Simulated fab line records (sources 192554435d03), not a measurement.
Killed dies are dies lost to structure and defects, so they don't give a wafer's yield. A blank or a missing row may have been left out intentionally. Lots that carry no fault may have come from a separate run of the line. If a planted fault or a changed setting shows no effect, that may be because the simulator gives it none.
Chamber matching || flow n5_finfet || N5_BEOL_M0_SAQP_HM_OPEN_112 on rie_diel-05 has 4 sister chambers
The step chemistry CHF3/O2, target SiO2, stops on a-Si, target depth 12 nm, time 13.5 s. 16 wafers are shown with their chamber, then 8 later ones without.

== EACH WAFER AND ITS CHAMBER ==
{"wafer": "L077.2", "chamber": 1, "showerhead_plenum_p_Torr (Torr)": 2.33, "drypump_motor_current_A (A)": 5.6, "oes_product_au (a.u.)": 0.51}
{"wafer": "L077.5", "chamber": 1, "showerhead_plenum_p_Torr (Torr)": 2.33, "drypump_motor_current_A (A)": 5.6, "oes_product_au (a.u.)": 0.51}
{"wafer": "L077.6", "chamber": 0, "showerhead_plenum_p_Torr (Torr)": 2.48, "drypump_motor_current_A (A)": 5.5, "oes_product_au (a.u.)": 0.47}
{"wafer": "L079.1", "chamber": 1, "showerhead_plenum_p_Torr (Torr)": 2.33, "drypump_motor_current_A (A)": 5.6, "oes_product_au (a.u.)": 0.51}
{"wafer": "L079.2", "chamber": 2, "showerhead_plenum_p_Torr (Torr)": 2.37, "drypump_motor_current_A (A)": 6.5, "oes_product_au (a.u.)": 0.60}
{"wafer": "L079.4", "chamber": 0, "showerhead_plenum_p_Torr (Torr)": 2.48, "drypump_motor_current_A (A)": 5.4, "oes_product_au (a.u.)": 0.47}
{"wafer": "L087.3", "chamber": 0, "showerhead_plenum_p_Torr (Torr)": 2.48, "drypump_motor_current_A (A)": 5.4, "oes_product_au (a.u.)": 0.46}
{"wafer": "L087.4", "chamber": 2, "showerhead_plenum_p_Torr (Torr)": 2.37, "drypump_motor_current_A (A)": 6.5, "oes_product_au (a.u.)": 0.59}
{"wafer": "L087.6", "chamber": 0, "showerhead_plenum_p_Torr (Torr)": 2.47, "drypump_motor_current_A (A)": 5.5, "oes_product_au (a.u.)": 0.46}
{"wafer": "L088.2", "chamber": 2, "showerhead_plenum_p_Torr (Torr)": 2.37, "drypump_motor_current_A (A)": 6.4, "oes_product_au (a.u.)": 0.59}
{"wafer": "L088.3", "chamber": 0, "showerhead_plenum_p_Torr (Torr)": 2.47, "drypump_motor_current_A (A)": 5.5, "oes_product_au (a.u.)": 0.46}
{"wafer": "L088.5", "chamber": 1, "showerhead_plenum_p_Torr (Torr)": 2.32, "drypump_motor_current_A (A)": 5.6, "oes_product_au (a.u.)": 0.51}
{"wafer": "L089.1", "chamber": 2, "showerhead_plenum_p_Torr (Torr)": 2.37, "drypump_motor_current_A (A)": 6.5, "oes_product_au (a.u.)": 0.59}
{"wafer": "L089.2", "chamber": 0, "showerhead_plenum_p_Torr (Torr)": 2.47, "drypump_motor_current_A (A)": 5.5, "oes_product_au (a.u.)": 0.46}
{"wafer": "L089.4", "chamber": 3, "showerhead_plenum_p_Torr (Torr)": 2.31, "drypump_motor_current_A (A)": 6.3, "oes_product_au (a.u.)": 0.52}
{"wafer": "L090.3", "chamber": 2, "showerhead_plenum_p_Torr (Torr)": 2.37, "drypump_motor_current_A (A)": 6.5, "oes_product_au (a.u.)": 0.58}

SIGNATURES, as means of the wafers listed above
{"reading": "showerhead_plenum_p_Torr", "chamber 0": 2.4750, "chamber 1": 2.3275, "chamber 2": 2.3700, "chamber 3": 2.3100, "scatter within a chamber": 0.00433}
{"reading": "drypump_motor_current_A", "chamber 0": 5.467, "chamber 1": 5.600, "chamber 2": 6.480, "chamber 3": 6.300, "scatter within a chamber": 0.0422}
{"reading": "oes_product_au", "chamber 0": 0.4633, "chamber 1": 0.5100, "chamber 2": 0.5900, "chamber 3": 0.5200, "scatter within a chamber": 0.00527}
Rule: for a wafer and a chamber, the distance is found by dividing, reading by reading, the gap between the wafer's reading and the chamber's mean by the reading's scatter, squaring, summing and taking the root. The wafer belongs to the nearest chamber; if the next one is less than 2 further off, it can't be placed. The scatter is the square root of a quotient: the sum, over the shown wafers, of each reading's squared deviation from its chamber's mean, divided by wafers minus chambers.

== WAFERS WITHOUT THEIR CHAMBER ==
{"wafer": "L090.4", "showerhead_plenum_p_Torr (Torr)": 2.32, "drypump_motor_current_A (A)": 5.6, "oes_product_au (a.u.)": 0.50}
{"wafer": "L090.6", "showerhead_plenum_p_Torr (Torr)": 2.37, "drypump_motor_current_A (A)": 6.5, "oes_product_au (a.u.)": 0.57}
{"wafer": "L096.2", "showerhead_plenum_p_Torr (Torr)": 2.31, "drypump_motor_current_A (A)": 6.4, "oes_product_au (a.u.)": 0.51}
{"wafer": "L096.3", "showerhead_plenum_p_Torr (Torr)": 2.47, "drypump_motor_current_A (A)": 5.5, "oes_product_au (a.u.)": 0.45}
{"wafer": "L096.4", "showerhead_plenum_p_Torr (Torr)": 2.36, "drypump_motor_current_A (A)": 6.4, "oes_product_au (a.u.)": 0.57}
{"wafer": "L097.1", "showerhead_plenum_p_Torr (Torr)": 2.36, "drypump_motor_current_A (A)": 6.5, "oes_product_au (a.u.)": 0.57}
{"wafer": "L097.2", "showerhead_plenum_p_Torr (Torr)": 2.31, "drypump_motor_current_A (A)": 6.3, "oes_product_au (a.u.)": 0.51}
{"wafer": "L097.6", "showerhead_plenum_p_Torr (Torr)": 2.32, "drypump_motor_current_A (A)": 5.6, "oes_product_au (a.u.)": 0.49}

== WHICH CHAMBER EACH ONE RAN IN ==
{"wafer": "L090.4", "from the rows above": 1, "in truth": 1}
{"wafer": "L090.6", "from the rows above": 2, "in truth": 2}
{"wafer": "L096.2", "from the rows above": 3, "in truth": 3}
{"wafer": "L096.3", "from the rows above": 0, "in truth": 0}
{"wafer": "L096.4", "from the rows above": 2, "in truth": 2}
{"wafer": "L097.1", "from the rows above": 2, "in truth": 2}
{"wafer": "L097.2", "from the rows above": 3, "in truth": 3}
{"wafer": "L097.6", "from the rows above": 1, "in truth": 1}
Placed correctly: 8 of 8. Number that these rows cannot place: 0. 0 placed wrongly.
